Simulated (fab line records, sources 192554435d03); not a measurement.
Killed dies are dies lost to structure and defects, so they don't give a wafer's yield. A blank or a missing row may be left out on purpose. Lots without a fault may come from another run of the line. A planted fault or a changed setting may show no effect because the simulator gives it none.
fab line records | flow n5_finfet | part 2 of 2: steps 34 to 45 of 45
record lots=5 wafers=15 last_day=15
route steps=1938 shown WELL_APT@23 PMOS_HMC_CHANNEL_EPI@57
lots that met no fault: from a run of the same line without faults
start_h: hours from the record's first day to the start of the lot's first wafer shown | wait_h: hours since the lot's step before | " the same as in the row above | L1.1+2: a row that stands for several wafers | - no value, or no start given | * or withheld: withheld | < > ~ a bound
route shown NAME@n: a module of which the file shows steps, and the number in the route of the first | usual: mean/standard deviation of fault-free wafers | same: alike in all rows | chamber/n: place in a boat | sites: the reading at each site | _std_site: their standard deviation | _edge_site: outer sites' mean less inner sites' | radius_mm: how far each site lies from the wafer's centre | mask NAME#n: copy n | behind: the tool/chamber that last shaped the wafer | hold: why the lot was held/for how many hours/how that ended | device: the transistor (n, p or np) that didn't switch | end of line: the same wafers' tests at the end of the route | a step without rows: its recipe alone | killed: dies lost to structure and defects at the first sort, not the wafer's yield | map: a wafer's dies, x killed, . not, _ none there
set.NAME: the setting as run; set.NAME@STEP: as run at that earlier step | model.NAME: the simulator's own value behind a step, which no gauge read
lots at some steps of the route; a table a step, a row a wafer
services: from which hour (start_h, from the record's first day; less than 0 if before it) a tool's chamber was out of use, for how many hours, and why
## steps
# step N5_WELL_APT_INSPECT_38
# recipe inspect_instrument=darkfield mode=post_epi
# usual raw_defect_count=13/4.5
# columns lot.wafer tool chamber start_h wait_h raw_defect_count
L078.3 defect_inspect-01 - 41.32 0.3 5
L078.5 " - " " 15
L078.6 " - " " 9
L079.2 defect_inspect-01 - 48.25 0.4 5
L079.3 " - " " 7
L079.6 " - " " 6
L080.1 defect_inspect-01 - 53.30 0.7 9
L080.3 " - " " 9
L080.6 " - " " 16
L085.1 defect_inspect-01 - 83.10 0.5 7
L085.2 " - " " 9
L085.4 " - " " 14
L088.1 defect_inspect-01 - 100.68 0.5 14
L088.4 " - " " 17
L088.5 " - " " 14
# step N5_PMOS_HMC_CHANNEL_EPI_HM_DEP_34
# recipe material=SiO2 target_thk_a=360 temp_c=400 precursor=TEOS/O2 pressure_torr=6.5 rf_w=900 teos_flow_sccm=161.4 gas=O2 flow_sccm=2650 time_s=6.9
# usual heater_power_w=592/78 rf_fwd_power_W=886/6 showerhead_plenum_p_Torr=8.35/0.033 throttle_valve_pct=18.2/1.3
# columns lot.wafer tool chamber start_h wait_h heater_power_w rf_fwd_power_W showerhead_plenum_p_Torr throttle_valve_pct
L078.3 pecvd-03 1 41.37 0.0 702 892 8.35 17.7
L078.5 " 2 " " 545 877 8.34 16.6
L078.6 " 1 " " 700 889 8.34 17.6
L079.2 pecvd-02 1 48.29 0.0 566 882 8.31 18.4
L079.3 " 1 " " 561 885 8.31 18.4
L079.6 " 0 " " 594 888 8.35 17.6
L080.1 pecvd-02 1 53.34 0.0 674 880 8.31 18.3
L080.3 " 0 " " 611 884 8.34 17.6
L080.6 " 0 " " 641 885 8.37 17.6
L085.1 pecvd-04 1 83.14 0.0 711 891 8.37 18.5
L085.2 " 0 " " 526 887 8.34 18.2
L085.4 " 1 " " 722 891 8.37 17.9
L088.1 pecvd-03 1 100.72 0.0 622 892 8.34 17.9
L088.4 " 1 " " 642 894 8.33 18.2
L088.5 " 0 " " 535 888 8.35 20.9
# step N5_PMOS_HMC_CHANNEL_EPI_COAT_31
# recipe resist=BARC temp_c=205 time_s=60 spin_rpm=1500 resist_thk_nm=66
# columns lot.wafer tool chamber start_h wait_h
L078.3+5+6 litho_track-03 0 41.42 0.0
L079.2+3+6 litho_track-03 0 48.36 0.1
L080.1+3+6 litho_track-05 0 53.40 0.0
L085.1+2+4 litho_track-03 0 83.19 0.0
L088.1+4+5 litho_track-03 0 100.77 0.0
# step N5_PMOS_HMC_CHANNEL_EPI_COAT_03
# recipe resist=CAR-ArF-block spin_rpm=1500 resist_thk_nm=205
# columns lot.wafer tool chamber start_h wait_h
L078.3+5+6 litho_track-03 0 - -
L079.2+3+6 litho_track-03 0 - -
L080.1+3+6 litho_track-05 0 - -
L085.1+2+4 litho_track-03 0 - -
L088.1+4+5 litho_track-03 0 - -
# step N5_PMOS_HMC_CHANNEL_EPI_EBR_05
# recipe solvent=PGMEA ebr_width_mm=1.5
# columns lot.wafer tool chamber start_h wait_h
L078.3+5+6 litho_track-03 0 - -
L079.2+3+6 litho_track-03 0 - -
L080.1+3+6 litho_track-05 0 - -
L085.1+2+4 litho_track-03 0 - -
L088.1+4+5 litho_track-03 0 - -
# step N5_PMOS_HMC_CHANNEL_EPI_SOFTBAKE_04
# recipe temp_c=110 time_s=60 resist=CAR-ArF-block
# columns lot.wafer tool chamber start_h wait_h
L078.3+5+6 litho_track-03 0 - -
L079.2+3+6 litho_track-03 0 - -
L080.1+3+6 litho_track-05 0 - -
L085.1+2+4 litho_track-03 0 - -
L088.1+4+5 litho_track-03 0 - -
# step N5_PMOS_HMC_CHANNEL_EPI_EXPOSE_06
# recipe mask_id=PMOS_HMC_BLK na=1.35 source_shape=conventional sigma_outer=0.8 polarization=unpolarized target_cd_nm=240 dose_mj=41
# columns lot.wafer tool chamber start_h wait_h mask
L078.3+5+6 arfi_scanner-01 0 41.66 - PMOS_HMC_BLK#0
L079.2+3+6 arfi_scanner-03 0 48.59 - PMOS_HMC_BLK#0
L080.1+3+6 arfi_scanner-03 0 53.50 - PMOS_HMC_BLK#0
L085.1+2+4 arfi_scanner-02 0 83.29 - PMOS_HMC_BLK#0
L088.1+4+5 arfi_scanner-02 0 101.00 - PMOS_HMC_BLK#0
# step N5_PMOS_HMC_CHANNEL_EPI_PEB_07
# recipe peb_temp_c=110 peb_time_s=60 resist=CAR-ArF-block
# columns lot.wafer tool chamber start_h wait_h
L078.3+5+6 litho_track-03 0 41.71 0.0
L079.2+3+6 litho_track-03 0 48.64 0.0
L080.1+3+6 litho_track-03 0 53.55 0.1
L085.1+2+4 litho_track-03 0 83.35 0.1
L088.1+4+5 litho_track-04 0 101.06 0.1
# step N5_PMOS_HMC_CHANNEL_EPI_DEVELOP_08
# recipe develop_time_s=30 developer=TMAH resist=CAR-ArF-block dev_temp_c=23 rinse_liquid=diw dry=air_spin
# columns lot.wafer tool chamber start_h wait_h
L078.3+5+6 litho_track-03 0 - -
L079.2+3+6 litho_track-03 0 - -
L080.1+3+6 litho_track-03 0 - -
L085.1+2+4 litho_track-03 0 - -
L088.1+4+5 litho_track-04 0 - -
# step N5_PMOS_HMC_CHANNEL_EPI_CD_MEAS_09
# recipe target_cd_nm=237.4 landing_energy_ev=500 detector=se_inlens
# usual cd_nm=237.9/0.94
# columns lot.wafer tool chamber start_h wait_h cd_nm
L078.3 cd_sem-01 0 41.77 - 237.1
L078.5 " 0 " " 238.4
L078.6 " 0 " " 237.1
L079.2 cd_sem-02 0 48.71 - 237.9
L079.3 " 0 " " 237.1
L079.6 " 0 " " 236.7
L080.1 cd_sem-02 0 53.62 - 237.7
L080.3 " 0 " " 238.3
L080.6 " 0 " " 238.1
L085.1 cd_sem-03 0 83.42 - 236.3
L085.2 " 0 " " 237.5
L085.4 " 0 " " 236.8
L088.1 cd_sem-03 0 101.12 - 237.8
L088.4 " 0 " " 238.9
L088.5 " 0 " " 238.0
# step N5_PMOS_HMC_CHANNEL_EPI_OVL_MEAS_10
# recipe points_per_wafer=44
# usual PMOS_HMC_BLK_OVL=0.4/0.78
# columns lot.wafer tool chamber start_h wait_h PMOS_HMC_BLK_OVL[nm]
L078.3 overlay-01 0 41.80 0.0 0.3
L078.5 " 0 " " 0.6
L078.6 " 0 " " 0.3
L079.2 overlay-02 0 48.74 0.0 0.1
L079.3 " 0 " " 0.5
L079.6 " 0 " " 1.3
L080.1 overlay-02 0 53.65 0.0 1.0
L080.3 " 0 " " -0.1
L080.6 " 0 " " 0.4
L085.1 overlay-01 0 83.45 0.0 0.8
L085.2 " 0 " " 1.0
L085.4 " 0 " " 0.7
L088.1 overlay-02 0 101.15 0.0 1.3
L088.4 " 0 " " 1.0
L088.5 " 0 " " 1.7
# step N5_PMOS_HMC_CHANNEL_EPI_INSPECT_11
# recipe mode=adi inspect_instrument=macro
# usual raw_defect_count=2.0/1.3
# columns lot.wafer tool chamber start_h wait_h raw_defect_count
L078.3 defect_inspect-01 - 41.83 0.0 2
L078.5 " - " " 1
L078.6 " - " " 2
L079.2 defect_inspect-02 - 48.76 0.0 2
L079.3 " - " " 2
L079.6 " - " " 1
L080.1 defect_inspect-02 - 53.67 0.0 1
L080.3 " - " " 0
L080.6 " - " " 2
L085.1 defect_inspect-02 - 83.47 0.0 0
L085.2 " - " " 2
L085.4 " - " " 1
L088.1 defect_inspect-01 - 101.18 0.0 2
L088.4 " - " " 3
L088.5 " - " " 3
## services
# columns tool chamber start_h hours kind
arfi_scanner-02 - 19.86 1.0 pm
arfi_scanner-02 - 20.86 1.3 pm
krf_scanner-01 - 21.65 0.4 repair
krf_scanner-01 - 25.38 2.7 repair
pecvd-03 0 31.60 3.6 repair
rie_diel-05 - 33.95 0.1 repair
rie_diel-05 - 34.69 1.0 repair
arfi_scanner-03 - 40.62 4.9 pm
epi_rpcvd-04 - 42.00 6.0 pm
krf_scanner-02 - 45.01 1.0 pm
arfi_scanner-03 - 51.19 0.8 pm
arfi_scanner-03 - 64.51 3.9 pm
implanter-02 - 66.82 2.0 repair
krf_scanner-02 - 69.13 3.6 pm
pecvd-03 0 69.19 4.2 repair
implanter-01 - 69.90 18.0 pm
arfi_scanner-03 - 81.99 0.3 repair
krf_scanner-01 - 88.40 0.3 repair
arfi_scanner-02 - 91.36 0.8 pm
rie_diel-01 2 92.18 1.8 repair
arfi_scanner-03 - 92.98 1.3 pm
rie_diel-05 1 94.47 6.9 repair
krf_scanner-01 - 96.95 1.3 pm
krf_scanner-01 - 99.02 4.0 repair
